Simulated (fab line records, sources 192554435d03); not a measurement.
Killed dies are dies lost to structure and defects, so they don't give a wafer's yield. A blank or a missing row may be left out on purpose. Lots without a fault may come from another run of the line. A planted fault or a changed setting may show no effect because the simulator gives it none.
fab line records | flow n5_finfet | part 2 of 2: steps 15 to 25 of 25
record lots=5 wafers=15 last_day=19
route steps=1938 shown MOL_CONTACT_COAG@604
lots that met no fault: from a run of the same line without faults
start_h: hours from the record's first day to the start of the lot's first wafer shown | wait_h: hours since the lot's step before | " the same as in the row above | L1.1+2: a row that stands for several wafers | - no value, or no start given | * or withheld: withheld | < > ~ a bound
route shown NAME@n: a module of which the file shows steps, and the number in the route of the first | usual: mean/standard deviation of fault-free wafers | same: alike in all rows | chamber/n: place in a boat | sites: the reading at each site | _std_site: their standard deviation | _edge_site: outer sites' mean less inner sites' | radius_mm: how far each site lies from the wafer's centre | mask NAME#n: copy n | behind: the tool/chamber that last shaped the wafer | hold: why the lot was held/for how many hours/how that ended | device: the transistor (n, p or np) that didn't switch | end of line: the same wafers' tests at the end of the route | a step without rows: its recipe alone | killed: dies lost to structure and defects at the first sort, not the wafer's yield | map: a wafer's dies, x killed, . not, _ none there
set.NAME: the setting as run; set.NAME@STEP: as run at that earlier step | model.NAME: the simulator's own value behind a step, which no gauge read
lots at some steps of the route; a table a step, a row a wafer
services: from which hour (start_h, from the record's first day; less than 0 if before it) a tool's chamber was out of use, for how many hours, and why
## steps
# step N5_MOL_CONTACT_COAG_STRIP_72
# recipe chemistry=N2/H2 power_w=450 temp_c=40 pressure_mtorr=20 rf_frequency_hz=6e+07 overash_fraction=3 bias_power_w=7 h2_frac=0.5 n2_flow_sccm=200 h2_flow_sccm=200
# usual drypump_motor_current_A=6.0/0.51 oes_product_au=0.81/0.075 rf_vpp_V=59.1/2.1 showerhead_plenum_p_Torr=2.54/0.083 throttle_valve_pct=23.6/0.33
# columns lot.wafer tool chamber start_h wait_h drypump_motor_current_A oes_product_au rf_hours_counter_h rf_vpp_V showerhead_plenum_p_Torr throttle_valve_pct
L076.1 rie_diel-05 2 119.13 0.0 5.6 0.76 166 57.2 2.65 23.7
L076.2 " 0 " " 5.3 0.88 31 58.3 2.58 23.5
L076.5 " 2 " " 5.6 0.75 - 55.5 2.65 23.7
L078.1 rie_diel-03 1 122.17 0.0 6.5 0.90 23 60.7 2.59 23.3
L078.4 " 0 " " 6.0 0.85 51 56.4 2.48 24.0
L078.5 " 3 " " 5.6 0.71 - 62.9 2.62 24.2
L080.1 rie_diel-01 0 138.11 0.0 6.2 0.80 131 59.4 2.43 23.5
L080.3 " 3 " " 5.2 0.77 149 58.0 2.32 23.0
L080.6 " 0 " " 6.2 0.79 - 59.9 2.43 23.5
L095.1 rie_diel-05 3 226.38 0.0 5.6 0.88 19 61.2 2.47 23.1
L095.3 " 2 " " 5.7 0.73 209 60.5 2.63 23.7
L095.4 " 1 " " 6.2 0.89 34 58.4 2.47 23.3
L097.2 rie_diel-05 0 238.63 0.0 5.4 0.81 74 61.5 2.56 23.6
L097.3 " 1 " " 6.2 0.89 36 52.7 2.46 23.3
L097.4 " 2 " " 5.7 0.74 209 58.1 2.63 23.8
# step N5_MOL_CONTACT_COAG_STRIP_49
# recipe chemistry=N2/H2 time_s=30 power_w=1000 temp_c=250 pressure_mtorr=withheld n2_flow_sccm=1750 h2_flow_sccm=3250
# usual drypump_motor_current_A=5.9/0.32 heater_power_w=329/33
# columns lot.wafer tool chamber start_h wait_h drypump_motor_current_A heater_power_w rf_hours_counter_h
L076.1 plasma_asher-01 0 119.21 - 6.1 340 94
L076.2 " 1 " " 6.4 363 94
L076.5 " 0 " " 6.1 349 -
L078.1 plasma_asher-02 1 122.25 - 5.5 334 48
L078.4 " 0 " " 5.7 283 -
L078.5 " 0 " " 5.7 275 -
L080.1 plasma_asher-01 1 138.19 - 6.3 354 98
L080.3 " 0 " " 6.2 342 -
L080.6 " 0 " " 6.1 336 -
L095.1 plasma_asher-01 1 226.46 - 6.3 366 116
L095.3 " 1 " " 6.3 362 -
L095.4 " 0 " " 6.1 344 -
L097.2 plasma_asher-01 1 238.71 - 6.3 367 117
L097.3 " 1 " " 6.3 367 -
L097.4 " 0 " " 6.1 330 -
# step N5_MOL_CONTACT_COAG_PRECLEAN_138
# recipe chemistry=alkaline_clean temp_c=60 time_s=60 do_ppb=50
# columns lot.wafer tool chamber start_h wait_h
L076.1+2+5 wet_bench-01 1,7,4 119.30 0.1
L078.1+4+5 wet_bench-01 1,0,7 122.34 0.1
L080.1+3+6 wet_bench-05 5,6,1 138.28 0.1
L095.1+3+4 wet_bench-03 3,2,5 226.59 0.1
L097.2+3+4 wet_bench-01 2,1,4 238.79 0.1
# step N5_MOL_CONTACT_COAG_SRD_139
# recipe dry=ipa_marangoni time_s=30 temp_c=23 rinse_liquid=diw
# columns lot.wafer tool chamber start_h wait_h
L076.1+2+5 wet_bench-01 1,7,4 119.34 0.0
L078.1+4+5 wet_bench-01 1,0,7 122.38 0.0
L080.1+3+6 wet_bench-05 5,6,1 138.30 0.0
L095.1+3+4 wet_bench-03 3,2,5 226.61 0.0
L097.2+3+4 wet_bench-01 2,1,4 238.81 0.0
# step N5_MOL_CONTACT_COAG_CD_MEAS_101
# recipe target_cd_nm=16
# usual cd_nm=15.9/0.31
# columns lot.wafer tool chamber start_h wait_h cd_nm
L076.1 cd_sem-03 - 119.40 0.0 15.9
L076.2 " - " " 15.7
L076.5 " - " " 16.4
L078.1 cd_sem-02 - 122.43 0.0 15.6
L078.4 " - " " 16.3
L078.5 " - " " 15.7
L080.1 cd_sem-01 - 138.34 0.0 16.1
L080.3 " - " " 15.9
L080.6 " - " " 16.0
L095.1 cd_sem-02 - 226.65 0.0 16.0
L095.3 " - " " 15.8
L095.4 " - " " 15.6
L097.2 cd_sem-03 - 238.86 0.0 15.6
L097.3 " - " " 16.3
L097.4 " - " " 15.7
# step N5_MOL_CONTACT_COAG_PRE_CLEAN_121
# recipe gas=H2/He time_s=* temp_c=withheld
# columns lot.wafer tool chamber start_h wait_h
L076.1+2+5 cvd_w-01 0,1,1 119.44 0.0
L078.1+4+5 cvd_w-01 0,0,1 122.48 0.0
L080.1+3+6 cvd_w-02 1,0,0 138.38 0.0
L095.1+3+4 cvd_w-01 1,1,0 226.69 0.0
L097.2+3+4 cvd_w-02 1,1,0 238.90 0.0
# step N5_MOL_CONTACT_COAG_CVD_140
# recipe material=W target_thk_a=665 mode=selective_fill temp_c=300 time_s=215
# usual heater_power_w=471/31
# columns lot.wafer tool chamber start_h wait_h heater_power_w
L076.1 cvd_w-01 0 119.53 0.1 459
L076.2 " 1 " " 506
L076.5 " 1 " " 515
L078.1 cvd_w-01 0 122.57 0.1 459
L078.4 " 0 " " 458
L078.5 " 1 " " 494
L080.1 cvd_w-02 1 138.47 0.1 473
L080.3 " 0 " " 426
L080.6 " 0 " " 425
L095.1 cvd_w-01 1 226.78 0.1 512
L095.3 " 1 " " 516
L095.4 " 0 " " 466
L097.2 cvd_w-02 1 238.99 0.1 479
L097.3 " 1 " " 483
L097.4 " 0 " " 422
# step N5_MOL_CONTACT_COAG_PRECLEAN_127
# recipe chemistry=DIW time_s=57.5 temp_c=23
# columns lot.wafer tool chamber start_h wait_h
L076.1+2+5 wet_bench-01 2,5,6 119.80 0.2
L078.1+4+5 wet_bench-01 5,7,6 122.84 0.2
L080.1+3+6 wet_bench-05 0,7,1 138.75 0.2
L095.1+3+4 wet_bench-05 1,3,7 227.05 0.2
L097.2+3+4 wet_bench-05 0,7,1 239.26 0.2
# step N5_MOL_CONTACT_COAG_SRD_128
# recipe dry_time_s=32 dry=n2_spin spin_rpm=1500
# columns lot.wafer tool chamber start_h wait_h
L076.1+2+5 wet_bench-01 2,5,6 119.84 0.0
L078.1+4+5 wet_bench-01 5,7,6 122.87 0.0
L080.1+3+6 wet_bench-05 0,7,1 138.77 0.0
L095.1+3+4 wet_bench-05 1,3,7 227.07 0.0
L097.2+3+4 wet_bench-05 0,7,1 239.28 0.0
# step N5_MOL_CONTACT_COAG_CMP_52
# recipe stop_on=SiO2 t_overpolish_s=1.5 post_cmp_clean=w_dilute_nh4oh down_force_psi=4 platen_rpm=50.289 pad_velocity_m_s=1.0006 target_thk_nm=66.5
# usual head_pressure_psi=4.000/0.0086 motor_current_A=12.1/0.71 overpolish_run_s=1.499/0.0091 retaining_ring_pressure_frac=1.001/0.0046 time_to_endpoint_s=14.2/2.3
# columns lot.wafer tool chamber start_h wait_h head_pressure_psi motor_current_A overpolish_run_s retaining_ring_pressure_frac time_to_endpoint_s
L076.1 cmp-01 3 119.92 0.1 4.006 12.0 1.500 1.002 16.7
L076.2 " 0 " " 4.012 12.4 1.495 1.002 15.8
L076.5 " 2 " " 4.008 12.0 1.496 0.997 14.7
L078.4 cmp-04 2 122.91 0.0 3.996 11.4 1.503 1.007 16.1
L078.1 " 0 " " 3.998 10.6 1.494 0.998 11.3
L078.5 " 2 " " 4.004 11.3 1.482 0.995 11.7
L080.3 cmp-01 0 138.84 0.1 3.997 12.4 1.493 0.995 14.3
L080.1 " 1 " " 3.996 12.4 1.502 1.003 14.1
L080.6 " 3 " " 3.995 12.3 1.498 1.008 16.1
L095.3 cmp-04 3 227.14 0.1 4.004 12.0 1.503 0.997 10.6
L095.4 " 0 " " 3.997 11.6 1.494 1.003 12.5
L095.1 " 1 " " 4.001 12.5 1.502 1.006 16.9
L097.3 cmp-04 3 239.31 0.0 4.002 12.9 1.505 0.994 10.9
L097.2 " 0 " " 4.010 11.2 1.492 1.002 9.7
L097.4 " 2 " " 3.990 11.5 1.500 1.004 17.8
# step N5_MOL_CONTACT_COAG_THK_MEAS_53
# recipe reads=SiO2_of_MOL_CONTACT_COAG_PECVD_31
# usual VIA_MOL_THK=43.9/0.65
# columns lot.wafer tool chamber start_h wait_h VIA_MOL_THK[nm]
L076.1 film_metro-02 - 120.17 - 43.6
L076.2 " - " " 43.8
L076.5 " - " " 44.9
L078.1 film_metro-01 - 123.21 - 44.2
L078.4 " - " " 44.2
L078.5 " - " " 44.9
L080.1 film_metro-02 - 139.10 - 43.1
L080.3 " - " " 43.7
L080.6 " - " " 43.5
L095.1 film_metro-01 - 227.40 - 44.1
L095.3 " - " " 45.4
L095.4 " - " " 43.7
L097.2 film_metro-02 - 239.60 - 44.7
L097.3 " - " " 43.0
L097.4 " - " " 44.1
## services
# columns tool chamber start_h hours kind
rie_diel-05 3 96.30 1.8 repair
rie_diel-05 2 100.11 16.3 repair
ald_sin-01 - 110.18 2.8 pm
ald_sin-03 - 110.86 1.4 repair
rie_diel-05 1 116.46 - clean
rie_diel-05 1 116.46 - consumable_replace:focus_ring
cmp-01 - 117.61 0.3 repair
rie_diel-05 3 119.45 6.4 repair
cmp-01 - 124.10 1.0 repair
ald_sin-01 1 127.63 3.0 repair
cmp-04 - 134.18 0.7 repair
rie_diel-05 3 134.83 - clean
cvd_w-02 - 140.14 0.9 repair
cmp-01 - 141.71 3.6 repair
cvd_w-02 1 155.21 8.5 repair
rie_diel-03 2 157.49 2.7 repair
ald_sin-02 - 176.75 14.0 pm
cvd_w-01 - 187.49 2.8 pm
ald_sin-03 3 193.74 3.0 repair
cmp-04 - 200.39 4.0 pm
cvd_w-02 0 207.08 2.7 repair
ald_sin-02 1 218.77 4.4 repair
rie_diel-05 2 229.83 7.1 repair
plasma_asher-01 - 237.16 0.8 repair
